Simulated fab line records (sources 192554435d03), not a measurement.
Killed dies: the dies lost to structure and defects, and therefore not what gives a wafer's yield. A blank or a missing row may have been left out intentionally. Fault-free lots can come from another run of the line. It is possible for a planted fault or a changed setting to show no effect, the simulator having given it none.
Which tool was responsible? :: flow n5 finfet :: 11 lots with 33 wafers sampled at 4 steps, on a route of 1938 steps

## WHAT THE GAUGES SHOWED, per wafer
Not one reading of a measure or inspect step in the record can be checked against a usual standard deviation.

## TOOL THAT RAN EACH LOT (tool first, then ch and the chambers of the sampled wafers, then the start)
lot: L229
N5_BEOL_M5_SPUTTER_48: pvd sputter-01, day 9 05:48
N5_BEOL_M5_SPUTTER_83: pvd sputter-01, day 9 07:58
N5_BEOL_M5_ANNEAL_84: pvd sputter-01, day 9 08:03
N5_BEOL_M5_CMP_52: cmp-01 ch 0,1, day 9 10:41

lot: L230
N5_BEOL_M5_SPUTTER_48: pvd sputter-03, day 9 06:38
N5_BEOL_M5_SPUTTER_83: pvd sputter-03, day 9 08:48
N5_BEOL_M5_ANNEAL_84: pvd sputter-03, day 9 08:53
N5_BEOL_M5_CMP_52: cmp-03 ch 0,3, day 9 11:29

lot: L228
N5_BEOL_M5_SPUTTER_48: pvd sputter-02, day 9 08:24
N5_BEOL_M5_SPUTTER_83: pvd sputter-02, day 9 10:34
N5_BEOL_M5_ANNEAL_84: pvd sputter-02, day 9 10:39
N5_BEOL_M5_CMP_52: cmp-03 ch 1,3, day 9 13:24

lot: L232
N5_BEOL_M5_SPUTTER_48: pvd sputter-03, day 9 13:22
N5_BEOL_M5_SPUTTER_83: pvd sputter-03, day 9 15:32
N5_BEOL_M5_ANNEAL_84: pvd sputter-03, day 9 15:37
N5_BEOL_M5_CMP_52: cmp-04 ch 0,2, day 9 20:01

lot: L233
N5_BEOL_M5_SPUTTER_48: pvd sputter-02, day 9 15:52
N5_BEOL_M5_SPUTTER_83: pvd sputter-02, day 9 18:02
N5_BEOL_M5_ANNEAL_84: pvd sputter-02, day 9 18:07
N5_BEOL_M5_CMP_52: cmp-03 ch 0,2,3, day 9 20:43

lot: L231
N5_BEOL_M5_SPUTTER_48: pvd sputter-01, day 9 15:53
N5_BEOL_M5_SPUTTER_83: pvd sputter-01, day 9 18:04
N5_BEOL_M5_ANNEAL_84: pvd sputter-01, day 9 18:08
N5_BEOL_M5_CMP_52: cmp-04 ch 0,2,3, day 9 20:44

lot: L237
N5_BEOL_M5_SPUTTER_48: pvd sputter-02, day 10 20:44
N5_BEOL_M5_SPUTTER_83: pvd sputter-02, day 10 22:54
N5_BEOL_M5_ANNEAL_84: pvd sputter-02, day 10 22:59
N5_BEOL_M5_CMP_52: cmp-01 ch 0,2, day 11 01:46

lot: L246
N5_BEOL_M5_SPUTTER_48: pvd sputter-01, day 13 17:03
N5_BEOL_M5_SPUTTER_83: pvd sputter-01, day 13 19:14
N5_BEOL_M5_ANNEAL_84: pvd sputter-01, day 13 19:19
N5_BEOL_M5_CMP_52: cmp-04 ch 0,1,2, day 13 21:59

lot: L247
N5_BEOL_M5_SPUTTER_48: pvd sputter-03, day 13 17:34
N5_BEOL_M5_SPUTTER_83: pvd sputter-03, day 13 19:44
N5_BEOL_M5_ANNEAL_84: pvd sputter-03, day 13 19:49
N5_BEOL_M5_CMP_52: cmp-04 ch 0,3, day 13 22:28

lot: L249
N5_BEOL_M5_SPUTTER_48: pvd sputter-01, day 14 04:03
N5_BEOL_M5_SPUTTER_83: pvd sputter-01, day 14 06:14
N5_BEOL_M5_ANNEAL_84: pvd sputter-01, day 14 06:19
N5_BEOL_M5_CMP_52: cmp-03 ch 1,2,3, day 14 13:02

lot: L250
N5_BEOL_M5_SPUTTER_48: pvd sputter-02, day 15 02:28
N5_BEOL_M5_SPUTTER_83: pvd sputter-02, day 15 04:43
N5_BEOL_M5_ANNEAL_84: pvd sputter-02, day 15 04:49
N5_BEOL_M5_CMP_52: cmp-03 ch 0,2,3, day 15 07:44
- N5_BEOL_M5_SPUTTER_48: material Cu, target thk 15 nm, time 27.62 s.
- N5_BEOL_M5_SPUTTER_83: material Cu, target thk 15 nm, time 27.62 s.
- N5_BEOL_M5_ANNEAL_84: time 1800 s.
- N5_BEOL_M5_CMP_52: polishes, stops on SiCOH lowk, t overpolish 6.9 s, target thk 62 nm.

## AS READ BY THE TOOLS THEMSELVES (means over the sampled wafers that have a number; for cases with no such wafer, the mark the record gives instead)
N5_BEOL_M5_SPUTTER_48. Usual: chuck sensor temp C -16.4 C, standard deviation 0.44; susceptor temp C -19.99 C, standard deviation 0.12; throttle valve pct 29.8 %, standard deviation 0.85.
lot: L229
tool: pvd sputter-01
chuck sensor temp C (C): -16.7
susceptor temp C (C): -20.04
throttle valve pct (%): 29.2
flag: 

lot: L230
tool: pvd sputter-03
chuck sensor temp C (C): -15.9
susceptor temp C (C): -19.96
throttle valve pct (%): 30.8
flag: 

lot: L228
tool: pvd sputter-02
chuck sensor temp C (C): -16.1
susceptor temp C (C): -19.99
throttle valve pct (%): 30.2
flag: 

lot: L232
tool: pvd sputter-03
chuck sensor temp C (C): -15.9
susceptor temp C (C): -19.99
throttle valve pct (%): 30.7
flag: 

lot: L233
tool: pvd sputter-02
chuck sensor temp C (C): -16.6
susceptor temp C (C): -20.03
throttle valve pct (%): 29.4
flag: 

lot: L231
tool: pvd sputter-01
chuck sensor temp C (C): -16.8
susceptor temp C (C): -19.98
throttle valve pct (%): 29.7
flag: 

lot: L237
tool: pvd sputter-02
chuck sensor temp C (C): -16.4
susceptor temp C (C): -19.92
throttle valve pct (%): 29.7
flag: 

lot: L246
tool: pvd sputter-01
chuck sensor temp C (C): -16.6
susceptor temp C (C): -20.14
throttle valve pct (%): 28.9
flag: 

lot: L247
tool: pvd sputter-03
chuck sensor temp C (C): -16.0
susceptor temp C (C): -20.08
throttle valve pct (%): 30.6
flag: 

lot: L249
tool: pvd sputter-01
chuck sensor temp C (C): -16.8
susceptor temp C (C): -19.94
throttle valve pct (%): 29.8
flag: 

lot: L250
tool: pvd sputter-02
chuck sensor temp C (C): -16.5
susceptor temp C (C): -19.92
throttle valve pct (%): 29.8
flag: 

N5_BEOL_M5_SPUTTER_83. Usual: chuck sensor temp C -16.4 C, standard deviation 0.43; susceptor temp C -20.01 C, standard deviation 0.1; throttle valve pct 29.8 %, standard deviation 0.84.
lot: L229
tool: pvd sputter-01
chuck sensor temp C (C): -16.7
susceptor temp C (C): -20.01
throttle valve pct (%): 29.2
flag: 

lot: L230
tool: pvd sputter-03
chuck sensor temp C (C): -15.8
susceptor temp C (C): -20.08
throttle valve pct (%): 30.8
flag: 

lot: L228
tool: pvd sputter-02
chuck sensor temp C (C): -16.1
susceptor temp C (C): -20.06
throttle valve pct (%): 30.1
flag: 

lot: L232
tool: pvd sputter-03
chuck sensor temp C (C): -16.0
susceptor temp C (C): -19.91
throttle valve pct (%): 30.7
flag: 

lot: L233
tool: pvd sputter-02
chuck sensor temp C (C): -16.5
susceptor temp C (C): -20.07
throttle valve pct (%): 29.5
flag: 

lot: L231
tool: pvd sputter-01
chuck sensor temp C (C): -16.7
susceptor temp C (C): -19.91
throttle valve pct (%): 29.5
flag: 

lot: L237
tool: pvd sputter-02
chuck sensor temp C (C): -16.5
susceptor temp C (C): -20.11
throttle valve pct (%): 29.8
flag: 

lot: L246
tool: pvd sputter-01
chuck sensor temp C (C): -16.6
susceptor temp C (C): -19.99
throttle valve pct (%): 28.9
flag: 

lot: L247
tool: pvd sputter-03
chuck sensor temp C (C): -15.8
susceptor temp C (C): -20.02
throttle valve pct (%): 30.8
flag: 

lot: L249
tool: pvd sputter-01
chuck sensor temp C (C): -16.8
susceptor temp C (C): -20.06
throttle valve pct (%): 29.7
flag: 

lot: L250
tool: pvd sputter-02
chuck sensor temp C (C): -16.4
susceptor temp C (C): -19.96
throttle valve pct (%): 29.9
flag: 

N5_BEOL_M5_ANNEAL_84. Usual: heater power w 826 W, standard deviation 54; susceptor temp C 400.01 C, standard deviation 0.23.
lot: L229
tool: pvd sputter-01
heater power w (W): 822
susceptor temp C (C): 400.00
flag: 

lot: L230
tool: pvd sputter-03
heater power w (W): 819
susceptor temp C (C): 399.91
flag: 

lot: L228
tool: pvd sputter-02
heater power w (W): 901
susceptor temp C (C): 399.94
flag: 

lot: L232
tool: pvd sputter-03
heater power w (W): 839
susceptor temp C (C): 400.14
flag: 

lot: L233
tool: pvd sputter-02
heater power w (W): 831
susceptor temp C (C): 400.13
flag: 

lot: L231
tool: pvd sputter-01
heater power w (W): 798
susceptor temp C (C): 400.05
flag: 

lot: L237
tool: pvd sputter-02
heater power w (W): 858
susceptor temp C (C): 399.85
flag: 

lot: L246
tool: pvd sputter-01
heater power w (W): 828
susceptor temp C (C): 399.98
flag: 

lot: L247
tool: pvd sputter-03
heater power w (W): 757
susceptor temp C (C): 400.17
flag: 

lot: L249
tool: pvd sputter-01
heater power w (W): 791
susceptor temp C (C): 399.91
flag: 

lot: L250
tool: pvd sputter-02
heater power w (W): 872
susceptor temp C (C): 400.20
flag: 

N5_BEOL_M5_CMP_52. Usual: barrier field endpoint s 24.5 s, standard deviation 0.66; motor current A 6.3 A, standard deviation 0.55; overpolish run s 6.900 s, standard deviation 0.0081; platen rpm 50.00 rpm, standard deviation 0.037; time to endpoint s 62 s, standard deviation 3.6.
lot: L229
tool: cmp-01
barrier field endpoint s (s): 24.5
motor current A (A): 5.9
overpolish run s (s): 6.906
platen rpm (rpm): 50.00
time to endpoint s (s): 62
flag: 

lot: L230
tool: cmp-03
barrier field endpoint s (s): 24.9
motor current A (A): 6.2
overpolish run s (s): 6.899
platen rpm (rpm): 50.01
time to endpoint s (s): 61
flag: 

lot: L228
tool: cmp-03
barrier field endpoint s (s): 24.6
motor current A (A): 6.7
overpolish run s (s): 6.900
platen rpm (rpm): 49.93
time to endpoint s (s): 61
flag: 

lot: L232
tool: cmp-04
barrier field endpoint s (s): 24.3
motor current A (A): 6.3
overpolish run s (s): 6.903
platen rpm (rpm): 50.00
time to endpoint s (s): 61
flag: 

lot: L233
tool: cmp-03
barrier field endpoint s (s): 25.5
motor current A (A): 6.1
overpolish run s (s): 6.904
platen rpm (rpm): 49.99
time to endpoint s (s): 68
flag: 

lot: L231
tool: cmp-04
barrier field endpoint s (s): 23.9
motor current A (A): 6.6
overpolish run s (s): 6.897
platen rpm (rpm): 50.01
time to endpoint s (s): 57
flag: 

lot: L237
tool: cmp-01
barrier field endpoint s (s): 24.2
motor current A (A): 5.9
overpolish run s (s): 6.897
platen rpm (rpm): 49.99
time to endpoint s (s): 58
flag: 

lot: L246
tool: cmp-04
barrier field endpoint s (s): 25.8
motor current A (A): 6.2
overpolish run s (s): 6.895
platen rpm (rpm): 48.01
time to endpoint s (s): 64
flag: OFF

lot: L247
tool: cmp-04
barrier field endpoint s (s): 25.3
motor current A (A): 7.0
overpolish run s (s): 6.905
platen rpm (rpm): 48.02
time to endpoint s (s): 62
flag: OFF

lot: L249
tool: cmp-03
barrier field endpoint s (s): 24.5
motor current A (A): 6.5
overpolish run s (s): 6.902
platen rpm (rpm): 50.03
time to endpoint s (s): 63
flag: 

lot: L250
tool: cmp-03
barrier field endpoint s (s): 24.6
motor current A (A): 6.4
overpolish run s (s): 6.901
platen rpm (rpm): 50.02
time to endpoint s (s): 63
flag: 

## THE ANSWER, worked out from the rows above alone
Rule: a lot counts as off when the mean over its wafers that have a number is more than 3 standard deviations away from the usual mean. Also off: a lot with no number at a reading for which 4 or more lots have one. The other lots that the step has rows for count as sound. The gauges are gone through in route order, then the tools' own readings, and for those a lot's mean is taken as printed above. The first step at which some lot is off is used, and at that step the reading that is off furthest; a lot without a number counts as furthest.
Off: L246, L247 (N5_BEOL_M5_CMP_52, platen rpm).
If a tool, at that step or one of the process steps before it, ran each lot that is off and ran no sound lot following the first of them, it fits. One fits: cmp-04 at N5_BEOL_M5_CMP_52. Its last sound lot is L231 (day 9 20:44), its first lot that is off L246 (day 13 21:59): a fault that began between those two fits.
On the lots that are off, the tool's own readings at N5_BEOL_M5_CMP_52 differ by more than 5 times the standard deviation of the sound lots' means, which bears it out; platen rpm reads 48.02 rpm there versus 50.00 rpm on the sound lots.

## WHAT THE SIMULATOR PUT IN
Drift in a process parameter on cmp-04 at N5_BEOL_M5_CMP_52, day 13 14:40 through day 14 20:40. Setting platen rpm shifted by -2 from 50. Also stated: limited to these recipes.
Lots struck among those shown: L246, L247. The same result came from the rule above.
